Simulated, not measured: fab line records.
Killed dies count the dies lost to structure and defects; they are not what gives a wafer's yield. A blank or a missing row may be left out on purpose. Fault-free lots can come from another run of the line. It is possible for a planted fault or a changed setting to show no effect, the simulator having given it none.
Split-lot experiment || flow n5-finfet || 39 wafers read from 7 lots, route of 1938 steps

## SPLIT DETAILS
At N5_BEOL_M9_ETCH_66 (etches SOC in N2/H2, target depth 80 nm, overetch 16 nm, time 120 s), the setting time-s was moved away from the recipe's 120 s on 9 of the 39 wafers read, by -24.5% to +49.1%. The other wafers ran this setting at the recipe's value.

Reading taken at the split's own step.

## THE READING
SiARC_of_BEOL_M9_COAT_64.thk-nm (the simulator's own value, which no gauge read), in nm, at N5_BEOL_M9_ETCH_66 (etches SOC in N2/H2, target depth 80 nm, overetch 16 nm, time 120 s). The file gives no usual value for it. Across the 30 wafers here that went through the recipe, the average is 6.4 nm and the standard deviation 0.19 nm.

{"wafer": "L074.1", "tool, chamber at the split": "rie-diel-03, 0,1", "time-s as run, s": 120, "against the recipe": "recipe", "SiARC_of_BEOL_M9_COAT_64.thk-nm, nm": 6.6, "against lot-mates on the recipe": "-"}
{"wafer": "L074.4", "tool, chamber at the split": "rie-diel-03, 0,1", "time-s as run, s": 120, "against the recipe": "recipe", "SiARC_of_BEOL_M9_COAT_64.thk-nm, nm": 6.6, "against lot-mates on the recipe": "-"}
{"wafer": "L074.2", "tool, chamber at the split": "rie-diel-03, 2,0", "time-s as run, s": 170.8, "against the recipe": "+42.3%", "SiARC_of_BEOL_M9_COAT_64.thk-nm, nm": 4.4, "against lot-mates on the recipe": -2.1}
{"wafer": "L074.6", "tool, chamber at the split": "rie-diel-03, 2,0", "time-s as run, s": 170.8, "against the recipe": "+42.3%", "SiARC_of_BEOL_M9_COAT_64.thk-nm, nm": 4.4, "against lot-mates on the recipe": -2.1}
{"wafer": "L074.3", "tool, chamber at the split": "rie-diel-03, 3", "time-s as run, s": 170.8, "against the recipe": "+42.3%", "SiARC_of_BEOL_M9_COAT_64.thk-nm, nm": 4, "against lot-mates on the recipe": -2.5}
{"wafer": "L074.5", "tool, chamber at the split": "rie-diel-03, 3", "time-s as run, s": 120, "against the recipe": "recipe", "SiARC_of_BEOL_M9_COAT_64.thk-nm, nm": 6.4, "against lot-mates on the recipe": "-"}
{"wafer": "L082.1", "tool, chamber at the split": "rie-diel-04, 1", "time-s as run, s": 120, "against the recipe": "recipe", "SiARC_of_BEOL_M9_COAT_64.thk-nm, nm": 6, "against lot-mates on the recipe": "-"}
{"wafer": "L082.6", "tool, chamber at the split": "rie-diel-04, 1", "time-s as run, s": 120, "against the recipe": "recipe", "SiARC_of_BEOL_M9_COAT_64.thk-nm, nm": 6, "against lot-mates on the recipe": "-"}
{"wafer": "L082.2", "tool, chamber at the split": "rie-diel-04, 0,3,0", "time-s as run, s": 120, "against the recipe": "recipe", "SiARC_of_BEOL_M9_COAT_64.thk-nm, nm": 6.2, "against lot-mates on the recipe": "-"}
{"wafer": "L082.3", "tool, chamber at the split": "rie-diel-04, 0,3,0", "time-s as run, s": 120, "against the recipe": "recipe", "SiARC_of_BEOL_M9_COAT_64.thk-nm, nm": 6.2, "against lot-mates on the recipe": "-"}
{"wafer": "L082.5", "tool, chamber at the split": "rie-diel-04, 0,3,0", "time-s as run, s": 120, "against the recipe": "recipe", "SiARC_of_BEOL_M9_COAT_64.thk-nm, nm": 6.2, "against lot-mates on the recipe": "-"}
{"wafer": "L082.4", "tool, chamber at the split": "rie-diel-04, 2", "time-s as run, s": 120, "against the recipe": "recipe", "SiARC_of_BEOL_M9_COAT_64.thk-nm, nm": 6.6, "against lot-mates on the recipe": "-"}
{"wafer": "L086.1", "tool, chamber at the split": "rie-diel-03, 0,1,2", "time-s as run, s": 120, "against the recipe": "recipe", "SiARC_of_BEOL_M9_COAT_64.thk-nm, nm": 6.6, "against lot-mates on the recipe": "-"}
{"wafer": "L086.2", "tool, chamber at the split": "rie-diel-03, 0,1,2", "time-s as run, s": 120, "against the recipe": "recipe", "SiARC_of_BEOL_M9_COAT_64.thk-nm, nm": 6.6, "against lot-mates on the recipe": "-"}
{"wafer": "L086.5", "tool, chamber at the split": "rie-diel-03, 0,1,2", "time-s as run, s": 120, "against the recipe": "recipe", "SiARC_of_BEOL_M9_COAT_64.thk-nm, nm": 6.6, "against lot-mates on the recipe": "-"}
{"wafer": "L086.3", "tool, chamber at the split": "rie-diel-03, 2,3,1", "time-s as run, s": 90.57, "against the recipe": "-24.5%", "SiARC_of_BEOL_M9_COAT_64.thk-nm, nm": 7.8, "against lot-mates on the recipe": "+1.2"}
{"wafer": "L086.4", "tool, chamber at the split": "rie-diel-03, 2,3,1", "time-s as run, s": 90.57, "against the recipe": "-24.5%", "SiARC_of_BEOL_M9_COAT_64.thk-nm, nm": 7.8, "against lot-mates on the recipe": "+1.2"}
{"wafer": "L086.6", "tool, chamber at the split": "rie-diel-03, 2,3,1", "time-s as run, s": 90.57, "against the recipe": "-24.5%", "SiARC_of_BEOL_M9_COAT_64.thk-nm, nm": 7.8, "against lot-mates on the recipe": "+1.2"}
{"wafer": "L090.1", "tool, chamber at the split": "rie-diel-01, 2,3,2", "time-s as run, s": 120, "against the recipe": "recipe", "SiARC_of_BEOL_M9_COAT_64.thk-nm, nm": 6.6, "against lot-mates on the recipe": "-"}
{"wafer": "L090.2", "tool, chamber at the split": "rie-diel-01, 2,3,2", "time-s as run, s": 120, "against the recipe": "recipe", "SiARC_of_BEOL_M9_COAT_64.thk-nm, nm": 6.6, "against lot-mates on the recipe": "-"}
{"wafer": "L090.5", "tool, chamber at the split": "rie-diel-01, 2,3,2", "time-s as run, s": 120, "against the recipe": "recipe", "SiARC_of_BEOL_M9_COAT_64.thk-nm, nm": 6.6, "against lot-mates on the recipe": "-"}
{"wafer": "L090.3", "tool, chamber at the split": "rie-diel-01, 1", "time-s as run, s": 120, "against the recipe": "recipe", "SiARC_of_BEOL_M9_COAT_64.thk-nm, nm": 6.2, "against lot-mates on the recipe": "-"}
{"wafer": "L090.4", "tool, chamber at the split": "rie-diel-01, 0,1", "time-s as run, s": 120, "against the recipe": "recipe", "SiARC_of_BEOL_M9_COAT_64.thk-nm, nm": 6.4, "against lot-mates on the recipe": "-"}
{"wafer": "L090.6", "tool, chamber at the split": "rie-diel-01, 0,1", "time-s as run, s": 120, "against the recipe": "recipe", "SiARC_of_BEOL_M9_COAT_64.thk-nm, nm": 6.4, "against lot-mates on the recipe": "-"}
{"wafer": "L089.1", "tool, chamber at the split": "rie-diel-04, 2", "time-s as run, s": 178.9, "against the recipe": "+49.1%", "SiARC_of_BEOL_M9_COAT_64.thk-nm, nm": 3.8, "against lot-mates on the recipe": -2.5}
{"wafer": "L089.2", "tool, chamber at the split": "rie-diel-04, 1,0", "time-s as run, s": 120, "against the recipe": "recipe", "SiARC_of_BEOL_M9_COAT_64.thk-nm, nm": 6.2, "against lot-mates on the recipe": "-"}
{"wafer": "L089.3", "tool, chamber at the split": "rie-diel-04, 1,0", "time-s as run, s": 120, "against the recipe": "recipe", "SiARC_of_BEOL_M9_COAT_64.thk-nm, nm": 6.2, "against lot-mates on the recipe": "-"}
{"wafer": "L089.4", "tool, chamber at the split": "rie-diel-04, 1", "time-s as run, s": 178.9, "against the recipe": "+49.1%", "SiARC_of_BEOL_M9_COAT_64.thk-nm, nm": 3.2, "against lot-mates on the recipe": -3.1}
{"wafer": "L089.5", "tool, chamber at the split": "rie-diel-04, 2", "time-s as run, s": 120, "against the recipe": "recipe", "SiARC_of_BEOL_M9_COAT_64.thk-nm, nm": 6.6, "against lot-mates on the recipe": "-"}
{"wafer": "L089.6", "tool, chamber at the split": "rie-diel-04, 0", "time-s as run, s": 178.9, "against the recipe": "+49.1%", "SiARC_of_BEOL_M9_COAT_64.thk-nm, nm": 3.6, "against lot-mates on the recipe": -2.7}
{"wafer": "L092.1", "tool, chamber at the split": "rie-diel-03, 2,0,2", "time-s as run, s": 120, "against the recipe": "recipe", "SiARC_of_BEOL_M9_COAT_64.thk-nm, nm": 6.6, "against lot-mates on the recipe": "-"}
{"wafer": "L092.4", "tool, chamber at the split": "rie-diel-03, 2,0,2", "time-s as run, s": 120, "against the recipe": "recipe", "SiARC_of_BEOL_M9_COAT_64.thk-nm, nm": 6.6, "against lot-mates on the recipe": "-"}
{"wafer": "L092.6", "tool, chamber at the split": "rie-diel-03, 2,0,2", "time-s as run, s": 120, "against the recipe": "recipe", "SiARC_of_BEOL_M9_COAT_64.thk-nm, nm": 6.6, "against lot-mates on the recipe": "-"}
{"wafer": "L092.2", "tool, chamber at the split": "rie-diel-03, 1,3,1", "time-s as run, s": 120, "against the recipe": "recipe", "SiARC_of_BEOL_M9_COAT_64.thk-nm, nm": 6.4, "against lot-mates on the recipe": "-"}
{"wafer": "L092.3", "tool, chamber at the split": "rie-diel-03, 1,3,1", "time-s as run, s": 120, "against the recipe": "recipe", "SiARC_of_BEOL_M9_COAT_64.thk-nm, nm": 6.4, "against lot-mates on the recipe": "-"}
{"wafer": "L092.5", "tool, chamber at the split": "rie-diel-03, 1,3,1", "time-s as run, s": 120, "against the recipe": "recipe", "SiARC_of_BEOL_M9_COAT_64.thk-nm, nm": 6.4, "against lot-mates on the recipe": "-"}
{"wafer": "L097.2", "tool, chamber at the split": "rie-diel-01, 0", "time-s as run, s": 120, "against the recipe": "recipe", "SiARC_of_BEOL_M9_COAT_64.thk-nm, nm": 6.4, "against lot-mates on the recipe": "-"}
{"wafer": "L097.3", "tool, chamber at the split": "rie-diel-01, 3,2", "time-s as run, s": 120, "against the recipe": "recipe", "SiARC_of_BEOL_M9_COAT_64.thk-nm, nm": 6.6, "against lot-mates on the recipe": "-"}
{"wafer": "L097.6", "tool, chamber at the split": "rie-diel-01, 3,2", "time-s as run, s": 120, "against the recipe": "recipe", "SiARC_of_BEOL_M9_COAT_64.thk-nm, nm": 6.6, "against lot-mates on the recipe": "-"}
If several chambers appear in one row, that row covers several wafers at once and the file leaves open which wafer was in which chamber.

FIT RESULTS
A straight line over all 39 wafers: SiARC_of_BEOL_M9_COAT_64.thk-nm changes by -0.0557 nm for each +1% of time-s; r = -0.98; the points scatter about the line by 0.21 nm.
The same after taking each lot's own level away (the mean of its wafers on the recipe; 39 wafers): -0.0545 nm for each +1%; r = -0.99; scatter 0.16 nm.
On that fit, the largest move of time-s shifts the reading by 2.7 nm.
From 6.20 to 6.60 nm: that is the span of the lots' own levels, equal to 2.1 times the standard deviation above.
Hence the lot-to-lot level has little effect on the slope; both slopes agree.
Check: for one of the wafers moved furthest among these (+49.1%), held out of the fit, the line's prediction against its lot-mates is -2.72 nm. It came out at -2.53 nm against them.

## FURTHER SPLITS ON THESE WAFERS
Before the reading, these wafers also passed through other splits. Each is held against what the fit with the lots' levels taken away leaves over:
{"other split on the same wafers": "N5_BEOL_M2_TRENCH_ETCH_37 target-depth-a", "wafers away from the commonest value": 12, "r with SiARC_of_BEOL_M9_COAT_64.thk-nm (lot level and that fit taken away)": "+0.06"}
{"other split on the same wafers": "N5_BEOL_M5_HM_DEP_02 target-thk-a", "wafers away from the commonest value": 18, "r with SiARC_of_BEOL_M9_COAT_64.thk-nm (lot level and that fit taken away)": "+0.11"}
{"other split on the same wafers": "N5_BEOL_M6_CVD_78 target-thk-a", "wafers away from the commonest value": 12, "r with SiARC_of_BEOL_M9_COAT_64.thk-nm (lot level and that fit taken away)": "+0.03"}
{"other split on the same wafers": "N5_BEOL_M8_DESCUM_16 time-s", "wafers away from the commonest value": 15, "r with SiARC_of_BEOL_M9_COAT_64.thk-nm (lot level and that fit taken away)": -0.11}

## FILE'S OWN FIT
SiARC_of_BEOL_M9_COAT_64.thk-nm changes by -0.0547 nm for each +1% of time-s, r = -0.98.
